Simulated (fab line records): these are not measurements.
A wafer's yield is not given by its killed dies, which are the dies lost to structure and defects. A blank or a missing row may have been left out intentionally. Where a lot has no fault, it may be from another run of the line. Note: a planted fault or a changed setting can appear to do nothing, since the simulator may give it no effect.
Matching of chambers    flow nand harc    NHARC_P_M1_ETCH_35 on rie diel-12: 4 sister chambers
The step etches the open film in N2/H2, target depth 40 nm, overetch 12 nm, time 43.94 s. 4 wafers are shown with their chamber, then 8 later ones without.

WAFERS WITH THEIR CHAMBER
wafer   chamber  drypump motor current A (A)
L079.2  0        5.0
L081.1  3        5.6
L081.3  2        5.6
L082.1  1        6.1

WAFERS WITHOUT THEIR CHAMBER
wafer   drypump motor current A (A)
L082.3  5.6
L082.5  6.1
L085.1  6.1
L085.2  5.7
L085.4  5.6
L089.1  5.7
L089.3  6.1
L089.6  5.6

CHAMBER TAKEN BY EACH
wafer   from the rows above      in truth
L082.3  can't be placed: 2 or 3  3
L082.5  1                        1
L085.1  1                        1
L085.2  can't be placed: 2 or 3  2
L085.4  can't be placed: 2 or 3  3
L089.1  can't be placed: 2 or 3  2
L089.3  1                        1
L089.6  can't be placed: 2 or 3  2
Correct placement for 3 of the 8. Not placeable from these rows: 5 (in 5, the candidates include the true chamber). Number placed wrongly: 0.
How it was worked out, from the rows above alone: a wafer's distance from a chamber is the root of the sum, over the readings, of the square of ((its reading less the chamber's mean) divided by the reading's scatter). The wafer belongs to the nearest chamber; if the next one is less than 2 further off, it can't be placed. Each chamber's mean is taken over the wafers shown for it. The scatter: with one shown wafer a chamber, the root of the mean of the squares of how far each hidden wafer lies from its nearest shown one.
